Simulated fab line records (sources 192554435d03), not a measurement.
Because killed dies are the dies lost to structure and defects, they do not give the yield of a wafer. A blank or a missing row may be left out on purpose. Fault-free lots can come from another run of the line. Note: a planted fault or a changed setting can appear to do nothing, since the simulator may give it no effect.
Matching of chambers -- flow n5-finfet -- 4 sister chambers for N5_FIN_SAQP_ETCH_52 on rie-diel-04
The step etches SOC in N2/H2, target depth 100 nm, overetch 20 nm, time 150 s. 4 wafers are shown with their chamber, then 7 later ones without.

== EACH WAFER AND ITS CHAMBER ==
wafer,chamber,throttle-valve-pct (%)
L084.3,0,17.80
L089.6,3,17.86
L090.1,1,17.53
L090.2,2,18.07

== WAFERS WITH NO CHAMBER GIVEN ==
wafer,throttle-valve-pct (%)
L090.3,17.88
L093.1,17.84
L093.3,17.55
L093.5,17.89
L096.2,18.06
L096.4,17.89
L096.6,17.56

== THE CHAMBER EACH PASSED THROUGH ==
wafer,from the rows above,in truth
L090.3,3,3
L093.1,can't be placed: 3 or 0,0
L093.3,1,1
L093.5,3,3
L096.2,2,2
L096.4,3,3
L096.6,1,1
Correct placement for 6 of the 7. These rows do not allow placing 1 (true chamber among the candidates in 1). Placed wrongly: 0.
How it was worked out, from the rows above alone: a wafer's distance from a chamber is the root of the sum, over the readings, of the square of ((its reading less the chamber's mean) divided by the reading's scatter). The wafer belongs to the nearest chamber; if the next one is less than 2 further off, it can't be placed. The mean given for a chamber averages the wafers shown for that chamber. The scatter: root of mean squared gap, hidden wafer to nearest shown wafer, with one shown wafer a chamber.
